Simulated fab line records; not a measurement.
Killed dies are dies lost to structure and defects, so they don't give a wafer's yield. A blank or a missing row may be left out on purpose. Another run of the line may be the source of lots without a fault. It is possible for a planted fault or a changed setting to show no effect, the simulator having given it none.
One fault seen from 2 desks -- flow n5-finfet -- every desk sees just its own numbers, and what lay behind them comes last

## THE DEFECT DESK
Per lot, the means of the sampled wafers with a number show what the inspections along the route counted. Marked OUT: a lot whose mean sits more than 4 standard deviations from the usual mean, which makes it out of limits; the brackets give that distance.
Columns: A = raw-defect-count at N5_BEOL_M13_INSPECT_55, usual 78
lot,first seen here,A
L373,day 11 21:11,69
L374,day 12 06:44,57
L376,day 12 13:04,60
L378,day 12 22:16,104
L383,day 14 05:58,71
L385,day 15 02:54,138
L388,day 15 09:53,89
L389,day 15 19:40,237 (+5.9) OUT
L394,day 16 23:06,143
L396,day 17 17:44,62
This desk's verdict: out of limits on L389, starting with L389 at day 15 19:40 (raw-defect-count at N5_BEOL_M13_INSPECT_55). L373, L374, L376, L378, L383, L385, L388, L394, L396: within limits.

## FOR THE TOOL OWNER'S DESK: pecvd-01
The tool's own readings at N5_BEOL_M13_DEP_53 (deposits SiCN from 3MS/NH3, target thk 50 nm, time 17.8 s): means of the sampled wafers that have a number, for each lot that ran on this tool. Marked OUT: a lot whose mean sits more than 4 standard deviations from the usual mean, which makes it out of limits; the brackets give that distance.
Columns: A = showerhead-plenum-p-Torr at N5_BEOL_M13_DEP_53, usual 4.153 Torr; B = throttle-valve-pct at N5_BEOL_M13_DEP_53, usual 17.4 %
lot,first seen here,A,B
L373,day 11 21:06,4.140,18.1
L374,day 12 06:38,4.150,17.6
L378,day 12 22:10,4.140,17.7
L383,day 14 05:52,4.145,17.1
L385,day 15 02:48,4.147,18.6
L389,day 15 19:34,4.155,17.8
This desk's verdict: no lot among the 6 shows anything out of limits.

## PUT TOGETHER
The defect desk could have raised an alarm at day 15 19:40, on L389.
The tool owner's desk saw nothing out of limits.
On record at the tool owner's desk: L389, within its limits.
Of the lots named, all ran N5_BEOL_M13_DEP_53 on pecvd-01.

## WHAT THE SIMULATOR HAD INSERTED
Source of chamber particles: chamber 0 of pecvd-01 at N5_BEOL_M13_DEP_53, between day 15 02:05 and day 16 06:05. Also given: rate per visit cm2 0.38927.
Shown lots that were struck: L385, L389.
Hours from the fault's start to each desk's first reading out of limits: the defect desk, 18.
